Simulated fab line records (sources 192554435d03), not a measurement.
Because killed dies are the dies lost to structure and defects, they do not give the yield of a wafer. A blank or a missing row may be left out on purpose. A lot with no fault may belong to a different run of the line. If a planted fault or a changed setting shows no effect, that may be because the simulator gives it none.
fab line records | flow n5Finfet
[record] lots = 6 wafers = 18 lastDay = 16
route steps=1938 shown BEOL_M0@745 BEOL_M1@751 BEOL_M4@1111 PASSIVATION@1936
lots with no fault: from the same line, run without faults
startH: the number of hours between the record's first day and the start of the first shown wafer of the lot | waitH: hours elapsed since this lot's preceding step | " repeats the value in the row above | L1.1+2: a single row standing in for several wafers | - no value, or no start was given | * or withheld: withheld | < > ~ a bound
route shown NAME@n: NAME is a module with steps in the file, n the number in the route of the first one | usual: mean/standard deviation of fault-free wafers | same: alike in all rows | chamber/n: place in a boat | sites: each site's reading | _std_site: standard deviation across them | _edge_site: inner sites' mean taken away from outer sites' mean | radiusMm: for every site, how far away it sits from the centre of the wafer | mask NAME#n: copy n | behind: the most recent tool/chamber to have shaped the wafer | hold: the reason the lot was held/the length of the hold in hours/how it ended | device: whichever transistor did not switch (one of n, p or np) | end of line: tests of these same wafers at the route's end | a step without rows: its recipe alone | killed: not the wafer's yield, but the dies lost to structure and defects at the first sort | map: a wafer's dies, marking killed ones x, the rest . and places with no die _
set.NAME: the setting the step ran with; set.NAME@STEP: the setting that earlier step ran with | model.NAME: the simulator's own value behind a step, which no gauge read
certain route steps with their lots: each step a table, each wafer a row
services: when a tool's chamber went out of use (startH, in hours from the record's first day, below 0 if earlier), for how many hours, and the reason
[[steps]]
[step N5_BEOL_M0_PRE_CLEAN_131]
[recipe] gas = NH3/H2 timeS = 15 tempC = * rfPowerW = 300
[usual] heaterPowerW = 74/15
// columns lot.wafer tool chamber startH waitH heaterPowerW
L223.4 cvdCo-02 0 125.63 0.1 60
L223.5 " 2 " " 56
L223.6 " 0 " " 61
L228.2 cvdCo-01 2 150.07 0.0 64
L228.4 " 1 " " 85
L228.6 " 2 " " 65
L232.1 cvdCo-01 1 190.69 0.0 86
L232.3 " 0 " " 94
L232.4 " 0 " " 95
L236.3 cvdCo-01 0 203.35 0.0 96
L236.5 " 1 " " 86
L236.6 " 2 " " 66
L237.2 cvdCo-02 2 210.32 0.0 59
L237.3 " 0 " " 61
L237.4 " 2 " " 58
L242.2 cvdCo-02 2 244.06 0.0 58
L242.3 " 1 " " 66
L242.6 " 0 " " 61
[step N5_BEOL_M0_CO_CAP_123]
[recipe] material = Co targetThkA = 20 tempC = 200 precursor = CCTBA/H2 pressureTorr = 30 timeS = 102.1
[usual] chamberPressureTorr = 30.02/0.064 heaterPowerW = 223/18
// columns lot.wafer tool chamber startH waitH chamberPressureTorr heaterPowerW
L223.4 cvdCo-02 0 125.71 0.1 30.09 210
L223.5 " 2 " " 29.96 199
L223.6 " 0 " " 30.03 205
L228.2 cvdCo-01 2 150.11 0.0 29.98 213
L228.4 " 1 " " 30.03 236
L228.6 " 2 " " 30.02 209
L232.1 cvdCo-01 1 190.73 0.0 29.95 240
L232.3 " 0 " " 30.02 253
L232.4 " 0 " " 30.17 249
L236.3 cvdCo-01 0 203.39 0.0 29.98 246
L236.5 " 1 " " 30.08 235
L236.6 " 2 " " 30.03 210
L237.2 cvdCo-02 2 210.36 0.0 29.96 205
L237.3 " 0 " " 30.09 210
L237.4 " 2 " " 30.08 197
L242.2 cvdCo-02 2 244.10 0.0 30.12 206
L242.3 " 1 " " 29.96 211
L242.6 " 0 " " 30.04 207
[step N5_BEOL_M0_PRE_CLEAN_124]
[recipe] gas = NH3 timeS = 15 tempC = withheld rfPowerW = 300
[step N5_BEOL_M0_DEP_125]
[recipe] material = SiCN targetThkA = 80 tempC = withheld precursor = 3MS/NH3 pressureTorr = 3 rfW = 202 timeS = 14
[usual] chamberPressureTorr = 3.001/0.0068 showerheadPlenumPTorr = 3.670/0.012 showerheadVppV = 871/15 throttleValvePct = 9.2/0.4
// columns lot.wafer tool chamber startH waitH chamberPressureTorr showerheadPlenumPTorr showerheadVppV throttleValvePct
L223.4 pecvd-03 0 125.84 0.0 3.015 3.671 883 10.2
L223.5 " 2 " " 3.000 3.679 876 8.9
L223.6 " 1 " " 3.018 3.675 882 9.0
L228.2 pecvd-02 2 150.22 0.0 3.004 3.674 885 8.8
L228.4 " 0 " " 2.997 3.676 862 9.4
L228.6 " 1 " " 3.004 3.677 888 8.7
L232.1 pecvd-04 1 190.86 0.0 3.004 3.660 898 9.2
L232.3 " 1 " " 2.996 3.670 879 9.6
L232.4 " 2 " " 3.015 3.655 884 9.1
L236.3 pecvd-02 0 203.51 0.0 3.009 3.682 841 9.4
L236.5 " 2 " " 3.001 3.664 871 8.9
L236.6 " 1 " " 2.991 3.678 868 8.7
L237.2 pecvd-02 0 210.48 0.0 3.001 3.675 871 9.1
L237.3 " 1 " " 3.013 3.679 887 8.8
L237.4 " 1 " " 3.011 3.690 882 8.9
L242.2 pecvd-02 2 244.22 0.0 2.996 3.666 872 8.9
L242.3 " 1 " " 3.003 3.679 874 8.7
L242.6 " 1 " " 3.005 3.690 887 9.0
[step N5_BEOL_M0_RS_MEAS_126]
[recipe] thkMeasGauge = four-point-probe reads = Co_of_BEOL_M0_CO_CAP_123+Cu_of_BEOL_M0_ECD_118+Co_of_BEOL_M0_CVD_115+TaN_of_BEOL_M0_ALD_136
[usual] M0_RS = 0.536/0.017
// columns lot.wafer tool chamber startH waitH M0_RS[ohm/sq]
L223.4 filmMetro-01 - 125.89 0.0 0.516
L223.5 " - " " 0.514
L223.6 " - " " 0.531
L228.2 filmMetro-01 - 150.29 0.1 0.539
L228.4 " - " " 0.531
L228.6 " - " " 0.529
L232.1 filmMetro-02 - 190.94 0.1 0.544
L232.3 " - " " 0.548
L232.4 " - " " 0.522
L236.3 filmMetro-01 - 203.58 0.1 0.542
L236.5 " - " " 0.507
L236.6 " - " " 0.501
L237.2 filmMetro-02 - 210.55 0.1 0.516
L237.3 " - " " 0.521
L237.4 " - " " 0.510
L242.2 filmMetro-01 - 244.29 0.1 0.560
L242.3 " - " " 0.572
L242.6 " - " " 0.541
[step N5_BEOL_M0_INSPECT_127]
[recipe] inspectInstrument = darkfield mode = postDep
[usual] rawDefectCount = 69/24
// columns lot.wafer tool chamber startH waitH rawDefectCount
L223.4 defectInspect-02 - 125.92 0.0 56
L223.5 " - " " 44
L223.6 " - " " 47
L228.2 defectInspect-02 - 150.32 0.0 37
L228.4 " - " " 54
L228.6 " - " " 56
L232.1 defectInspect-01 - 190.97 0.0 49
L232.3 " - " " 89
L232.4 " - " " 94
L236.3 defectInspect-02 - 203.60 0.0 63
L236.5 " - " " 90
L236.6 " - " " 86
L237.2 defectInspect-01 - 210.57 0.0 76
L237.3 " - " " 50
L237.4 " - " " 43
L242.2 defectInspect-01 - 244.31 0.0 77
L242.3 " - " " 65
L242.6 " - " " 71
[step N5_BEOL_M1_ILD_DEP_00]
[recipe] material = SiOC targetThkA = 790 tempC = 350 precursor = DEMS/O2 pressureTorr = 5 rfW = 500 timeS = 15.3
[usual] chamberPressureTorr = 5.001/0.011 heaterPowerW = 482/65 showerheadPlenumPTorr = 5.700/0.013 showerheadVppV = 1356/48 throttleValvePct = 12.1/0.52
// columns lot.wafer tool chamber startH waitH chamberPressureTorr heaterPowerW showerheadPlenumPTorr showerheadVppV throttleValvePct
L223.4 pecvd-01 2 125.97 0.1 5.010 434 5.686 1245 12.5
L223.5 " 0 " " 5.006 491 5.687 1387 11.6
L223.6 " 1 " " 5.002 607 5.687 1320 12.5
L228.2 pecvd-02 0 150.35 0.0 5.006 588 5.712 1367 12.3
L228.4 " 0 " " 4.992 576 5.716 1361 12.2
L228.6 " 1 " " 4.991 453 5.691 1361 11.4
L232.1 pecvd-01 1 191.01 0.0 4.982 538 5.697 1317 12.3
L232.3 " 2 " " 4.993 414 5.698 1233 12.4
L232.4 " 2 " " 4.988 417 5.693 1238 12.6
L236.3 pecvd-01 1 203.64 0.0 5.000 590 5.678 1349 12.4
L236.5 " 0 " " 4.999 466 5.694 1422 11.8
L236.6 " 2 " " 5.012 373 5.696 1255 12.3
L237.2 pecvd-02 2 210.61 0.0 4.991 530 5.698 1378 11.6
L237.3 " 0 " " 5.010 515 5.714 1368 11.8
L237.4 " 1 " " 5.020 452 5.710 1375 11.6
L242.2 pecvd-03 0 244.35 0.0 4.997 446 5.705 1374 13.3
L242.3 " 1 " " 5.019 463 5.709 1385 11.8
L242.6 " 2 " " 5.012 388 5.711 1360 11.9
[step N5_BEOL_M1_THK_MEAS_01]
[recipe] reads = SiOC_of_BEOL_M1_ILD_DEP_00
[usual] M1_ILD_THK = 79.0/1.1
// columns lot.wafer tool chamber startH waitH M1_ILD_THK[nm]
L223.4 filmMetro-01 - 126.02 0.0 81.1
L223.5 " - " " 79.5
L223.6 " - " " 79.7
L228.2 filmMetro-01 - 150.42 0.1 79.1
L228.4 " - " " 79.6
L228.6 " - " " 80.1
L232.1 filmMetro-02 - 191.07 0.0 78.6
L232.3 " - " " 78.3
L232.4 " - " " 79.6
L236.3 filmMetro-01 - 203.71 0.1 77.8
L236.5 " - " " 79.8
L236.6 " - " " 79.0
L237.2 filmMetro-02 - 210.68 0.1 76.9
L237.3 " - " " 76.7
L237.4 " - " " 76.9
L242.2 filmMetro-02 - 244.42 0.1 76.7
L242.3 " - " " 77.3
L242.6 " - " " 78.9
[step N5_BEOL_M1_PECVD_72]
[recipe] material = SiO2 targetThkA = 160 tempC = 400 precursor = TEOS/O2 pressureTorr = 5.5 rfW = 450 teosFlowSccm = 53.8 gas = O2 flowSccm = 3000 timeS = 18
[usual] chamberPressureTorr = 5.500/0.012 heaterPowerW = 693/92 showerheadPlenumPTorr = 8.82/0.044 showerheadVppV = 1292/43 throttleValvePct = 22.8/1.1
// columns lot.wafer tool chamber startH waitH chamberPressureTorr heaterPowerW showerheadPlenumPTorr showerheadVppV throttleValvePct
L223.4 pecvd-03 0 126.08 0.1 5.508 675 8.82 1318 24.8
L223.5 " 2 " " 5.495 525 8.86 1282 21.9
L223.6 " 1 " " 5.494 719 8.84 1312 22.4
L228.2 pecvd-02 0 150.46 0.0 5.515 746 8.83 1300 22.6
L228.4 " 0 " " 5.498 737 8.85 1278 22.8
L228.6 " 2 " " 5.498 777 8.77 1299 21.5
L232.1 pecvd-03 2 191.11 0.0 5.480 643 8.86 1300 22.0
L232.3 " 1 " " 5.519 806 8.84 1318 22.1
L232.4 " 0 " " 5.516 576 8.81 1324 24.8
L236.3 pecvd-03 0 203.74 0.0 5.476 624 8.82 1302 24.7
L236.5 " 2 " " 5.507 576 8.88 1286 22.2
L236.6 " 1 " " 5.486 726 8.87 1295 22.3
L237.2 pecvd-01 2 210.72 0.0 5.509 617 8.76 1174 23.8
L237.3 " 1 " " 5.502 835 8.81 1275 23.3
L237.4 " 0 " " 5.499 669 8.71 1320 22.0
L242.2 pecvd-03 1 244.45 0.0 5.499 723 8.85 1328 22.3
L242.3 " 0 " " 5.490 605 8.83 1329 25.0
L242.6 " 0 " " 5.482 642 8.82 1322 24.5
[step N5_BEOL_M1_HM_DEP_02]
[recipe] material = TiN targetThkA = 200 tempC = 25 chamberPressurePa = 0.49996
[step N5_BEOL_M1_COAT_61]
[recipe] resist = SOC tempC = 250 timeS = 60 spinRpm = 1500 resistThkNm = 60
[step N5_BEOL_M1_COAT_62]
[recipe] resist = SiARC tempC = 220 timeS = 60 spinRpm = 1500 resistThkNm = 12
[step N5_BEOL_M1_COAT_73]
[recipe] resist = underlayer tempC = 205 timeS = 60 spinRpm = 1500 resistThkNm = 5
[usual] dispensePressureKPa = 48.6/0.38 heaterPowerTotalW = 391.9/1.4 plateTempC = 204.99/0.18
// columns lot.wafer tool chamber startH waitH dispensePressureKPa heaterPowerTotalW plateTempC
L223.4 lithoTrack-03 0 127.24 - 48.1 392.9 205.20
L223.5 " 0 " " 48.1 393.0 204.98
L223.6 " 0 " " 48.1 393.0 205.06
L228.2 lithoTrack-04 0 151.29 - 48.8 393.2 205.17
L228.4 " 0 " " 48.8 391.0 204.86
L228.6 " 0 " " 48.8 392.5 205.40
L232.1 lithoTrack-03 0 191.46 - 48.1 391.6 204.94
L232.3 " 0 " " 48.1 390.8 204.90
L232.4 " 0 " " 48.1 393.6 205.21
L236.3 lithoTrack-05 0 204.46 - 49.1 393.9 204.90
L236.5 " 0 " " 49.1 390.3 205.02
L236.6 " 0 " " 49.1 390.1 204.93
L237.2 lithoTrack-04 0 212.24 - 48.8 402.1 208.91
L237.3 " 0 " " 48.7 398.7 208.76
L237.4 " 0 " " 48.8 402.2 208.73
L242.2 lithoTrack-04 0 244.77 - 48.7 398.7 208.85
L242.3 " 0 " " 48.7 403.2 208.97
L242.6 " 0 " " 48.7 402.5 208.85
[step N5_BEOL_M1_COAT_05]
[recipe] resist = CAR-EUV spinRpm = 1500 resistThkNm = 30
[step N5_BEOL_M4_RC_MEAS_101]
[usual] DIBL_N = 36.4/1.2 DIBL_P = 36.1/1.6 IOFF_N = 0.156/0.024 IOFF_P = 0.21/0.031 ION_N = 674/11 ION_P = 463/6.9 SS_N = 71.5/0.5 SS_P = 73.2/0.55 VT_N = 250.0/2.9 VT_P = -250/3.6
// columns lot.wafer tool chamber startH waitH DIBL_N[mV/V] DIBL_P[mV/V] IOFF_N[nA/um] IOFF_P[nA/um] ION_N[uA/um] ION_P[uA/um] SS_N[mV/dec] SS_P[mV/dec] VT_N[mV] VT_P[mV]
L223.4 prober-01 0 168.34 0.5 34.8 33.9 0.139 0.22 675 475 71.8 72.6 248.1 -245
L223.5 " 0 " " 36.0 34.2 0.144 0.21 680 470 72.0 72.8 250.9 -248
L223.6 " 0 " " 36.9 36.6 0.171 0.26 688 473 71.5 73.7 247.8 -246
L228.2 prober-01 0 192.11 0.2 36.2 34.4 0.161 0.24 667 470 72.6 73.3 249.5 -246
L228.4 " 0 " " 35.2 32.9 0.143 0.23 665 463 70.9 73.5 252.3 -247
L228.6 " 0 " " 36.8 34.7 0.175 0.25 685 469 70.6 74.1 245.7 -244
L232.1 prober-02 0 225.98 0.1 35.2 35.4 0.147 0.20 665 464 71.7 72.7 250.9 -251
L232.3 " 0 " " 33.9 33.3 0.121 0.17 663 458 71.1 72.6 254.2 -253
L232.4 " 0 " " 35.5 35.5 0.149 0.20 664 464 71.2 73.1 251.3 -248
L236.3 prober-02 0 244.21 0.3 36.5 35.6 0.168 0.19 685 453 71.2 73.4 250.4 -253
L236.5 " 0 " " 35.4 34.0 0.138 0.17 663 452 71.2 72.5 250.0 -255
L236.6 " 0 " " 36.7 35.7 0.170 0.19 685 460 71.6 73.4 247.7 -253
L237.2 prober-02 0 252.79 0.2 35.6 34.5 0.134 0.17 661 452 71.4 73.2 255.2 -256
L237.3 " 0 " " 36.0 35.8 0.162 0.19 686 462 71.6 73.8 251.0 -252
L237.4 " 0 " " 37.4 37.1 0.163 0.20 673 455 71.3 73.6 251.6 -255
L242.2 prober-02 0 284.45 0.2 37.4 38.8 0.187 0.26 689 474 71.5 73.7 247.1 -247
L242.3 " 0 " " 35.6 36.8 0.164 0.22 685 473 70.4 73.7 246.6 -245
L242.6 " 0 " " 34.8 35.7 0.144 0.20 681 471 70.6 73.1 250.7 -247
[step N5_PASSIVATION_PROBE_49]
[usual] defectLimitedYield = 91.4/1.5 killed_at_M0_to_M3 = 31/11 killed_at_M4_up = 13/5.5 killedAtContacts = 13/6.3 killedAtFrontEnd = 40/13 killedAtOther = 3.3/2.6 killedDies = 101/18 killedOpen = 67/13 killedShort = 33/7.9 sort_bin_5_function = 5.1/1 sort_bin_6_memory = 3.2/0.68 sortNPass = 1079/18 sortYieldPct = 91.4/1.5
[same] grossDies = 1180 killedAtBackSide = 0 sort_bin_4_leakage[%] = 0 sort_bin_8_speed[%] = 0
// columns lot.wafer tool chamber startH waitH defectLimitedYield[%] killed_at_M0_to_M3 killed_at_M4_up killedAtContacts killedAtFrontEnd killedAtOther killedDies killedOpen killedShort sort_bin_5_function[%] sort_bin_6_memory[%] sortNPass sortYieldPct[%]
L223.4 prober-02 - 268.12 0.2 92.4 36 13 7 31 3 90 59 31 4.7 2.8 1090 92.4
L223.5 prober-02 - 268.17 0.2 91.4 29 17 9 46 1 102 68 31 4.8 3.4 1078 91.4
L223.6 prober-02 - 268.22 0.3 89.2 32 20 17 54 4 127 78 47 6.6 3.9 1053 89.2
L228.2 prober-01 - 289.12 0.1 92.3 31 12 6 41 1 91 61 30 4.6 2.9 1089 92.3
L228.4 prober-01 - 289.22 0.2 92.6 30 10 14 31 2 87 60 27 4.9 2.4 1093 92.6
L228.6 prober-01 - 289.32 0.3 93.8 24 8 20 19 2 73 48 25 4.2 1.9 1107 93.8
L236.3 prober-02 - 351.51 0.1 93.9 18 16 7 29 2 72 49 23 3.5 2.3 1108 93.9
L236.5 prober-02 - 351.61 0.2 93.6 26 11 4 32 3 76 40 35 3.3 2.6 1104 93.6
L236.6 prober-02 - 351.66 0.3 91.9 25 17 14 36 3 95 63 31 4.0 3.8 1085 91.9
L237.2 prober-01 - 354.27 0.1 90.3 30 15 6 59 5 115 63 50 5.4 3.6 1065 90.3
L237.3 prober-01 - 354.32 0.1 86.9 61 16 15 57 5 154 107 46 8.4 4.6 1026 86.9
L237.4 prober-01 - 354.37 0.2 90.6 34 19 11 41 6 111 74 35 5.9 3.1 1069 90.6
// killed by level:class
L223.4 BEOL_M2:geometricParticle:open=9 FIN_SAQP:geometricParticle:open=7 BEOL_M1:geometricParticle:open=7 FIN_SAQP:geometricParticle:short=6 DUMMY_GATE:geometricParticle:open=6 BEOL_M0:geometricParticle:open=6 MOL_CONTACT_COAG:geometricParticle:open=4 BEOL_M0_SAQP:geometricParticle:short=4
L223.5 FIN_SAQP:geometricParticle:short=15 FIN_SAQP:geometricParticle:open=10 STI_FIN_REVEAL:geometricParticle:open=9 BEOL_M2:geometricParticle:open=8 MOL_CONTACT_COAG:geometricParticle:open=6 BEOL_M4:geometricParticle:open=6 DUMMY_GATE:geometricParticle:open=5 BEOL_M0_SAQP:geometricParticle:short=5
L223.6 FIN_SAQP:geometricParticle:short=15 MOL_CONTACT_COAG:geometricParticle:open=12 FIN_SAQP:geometricParticle:open=11 STI_FIN_REVEAL:geometricParticle:open=8 BEOL_M3:geometricParticle:open=8 BEOL_M0_SAQP:geometricParticle:short=6 BEOL_M2:geometricParticle:open=6 BEOL_M4:geometricParticle:open=6
L228.2 STI_FIN_REVEAL:geometricParticle:open=12 BEOL_M0_SAQP:geometricParticle:short=9 DUMMY_GATE:geometricParticle:open=7 BEOL_M0_SAQP:geometricParticle:open=7 STARTING-WAFER:geometricParticle:short=6 BEOL_M2:geometricParticle:open=5 BEOL_M1:geometricParticle:open=4 BEOL_M3:geometricParticle:open=4
L228.4 MOL_CONTACT_COAG:geometricParticle:open=13 BEOL_M3:geometricParticle:open=7 FIN_SAQP:geometricParticle:open=6 BEOL_M0_SAQP:geometricParticle:short=6 BEOL_M2:geometricParticle:open=6 BEOL_M1:geometricParticle:open=5 SPACER0:geometricParticle:short=4 STI_FIN_REVEAL:geometricParticle:open=3
L228.6 MOL_CONTACT_COAG:geometricParticle:open=16 BEOL_M0_SAQP:geometricParticle:short=5 MOL_CONTACT_COAG:geometricParticle:short=4 BEOL_M1:geometricParticle:open=4 BEOL_M2:geometricParticle:open=4 BEOL_M2:geometricParticle:short=4 FIN_SAQP:geometricParticle:open=3 STARTING-WAFER:geometricParticle:open=3
L236.3 FIN_SAQP:geometricParticle:open=6 BEOL_M2:geometricParticle:open=6 MOL_CONTACT_COAG:geometricParticle:open=5 BEOL_M1:geometricParticle:open=5 DUMMY_GATE:geometricParticle:open=4 BEOL_M0_SAQP:geometricParticle:short=4 BEOL_M6:geometricParticle:open=4 DUMMY_GATE:geometricParticle:short=3
L236.5 FIN_SAQP:geometricParticle:short=9 BEOL_M1:geometricParticle:short=5 BEOL_M1:geometricParticle:open=5 STARTING-WAFER:geometricParticle:short=5 FIN_SAQP:geometricParticle:open=4 MOL_CONTACT_COAG:geometricParticle:open=4 BEOL_M3:geometricParticle:open=4 BEOL_M0_SAQP:geometricParticle:open=4
L236.6 MOL_CONTACT_COAG:geometricParticle:open=13 GATE_CUT:geometricParticle:short=10 FIN_SAQP:geometricParticle:open=8 BEOL_M8:geometricParticle:open=6 FIN_SAQP:geometricParticle:short=5 BEOL_M2:geometricParticle:open=5 BEOL_M4:geometricParticle:open=4 DUMMY_GATE:geometricParticle:open=4
L237.2 FIN_SAQP:geometricParticle:short=23 FIN_SAQP:geometricParticle:open=16 BEOL_M4:geometricParticle:open=7 BEOL_M3:geometricParticle:short=5 BEOL_M3:geometricParticle:open=5 STARTING-WAFER:geometricParticle:open=4 MOL_CONTACT_COAG:geometricParticle:open=4 BEOL_M0_SAQP:geometricParticle:short=4
L237.3 BEOL_M0_SAQP:geometricParticle:open=18 FIN_SAQP:geometricParticle:short=17 FIN_SAQP:geometricParticle:open=14 MOL_CONTACT_COAG:geometricParticle:open=14 BEOL_M3:geometricParticle:open=14 BEOL_M0_SAQP:geometricParticle:short=13 DUMMY_GATE:geometricParticle:open=6 BEOL_M2:geometricParticle:open=6
L237.4 BEOL_M3:geometricParticle:open=19 FIN_SAQP:geometricParticle:short=11 MOL_CONTACT_COAG:geometricParticle:open=9 BEOL_M4:geometricParticle:open=7 DUMMY_GATE:geometricParticle:open=6 FIN_SAQP:geometricParticle:open=5 BEOL_M0_SAQP:geometricParticle:open=4 PAD_METAL:geometricParticle:open=4
[[services]]
// columns tool chamber startH hours kind
cvdCo-02 1 114.77 - clean
cvdCo-02 1 114.77 22.0 scheduledDown
cvdCo-02 1 114.77 22.0 ventCycle
pecvd-01 0 118.69 2.1 scheduledDown
cvdCo-01 - 139.25 1.2 repair
pecvd-02 2 152.88 5.5 scheduledDown
pecvd-04 - 154.32 2.8 pm
pecvd-02 0 158.34 4.6 scheduledDown
cvdCo-02 0 164.38 13.9 repair
cvdCo-01 - 168.86 1.6 repair
pecvd-02 1 173.68 2.1 scheduledDown
cvdCo-02 - 174.31 6.0 pm
cvdCo-01 - 183.26 5.3 repair
pecvd-04 0 190.36 5.5 scheduledDown
pecvd-01 2 220.00 - clean
cvdCo-02 - 225.46 0.6 repair
pecvd-04 2 234.50 16.5 scheduledDown
[[key]]
[firstSign] step = N5_BEOL_M1_COAT_73 reading = plateTempC direction = up sigmas = 22 usual = * struck = *
[effect] step = N5_BEOL_M1_COAT_73 reading = heaterPowerTotalW direction = up sigmas = 6.9 usual = * struck = *
metAt N5_BEOL_M1_COAT_73
struckWafers L237.2,L237.3,L237.4,L242.2,L242.3,L242.6
onsetBetween 151.29 212.24
[fault] kind = processParameterDrift tool = lithoTrack-04 chamber = - onsetH = 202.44 steps = N5_BEOL_M1_COAT_73 channel = tempC offset = * shape = step endH = 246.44 actsIn = * stated = *
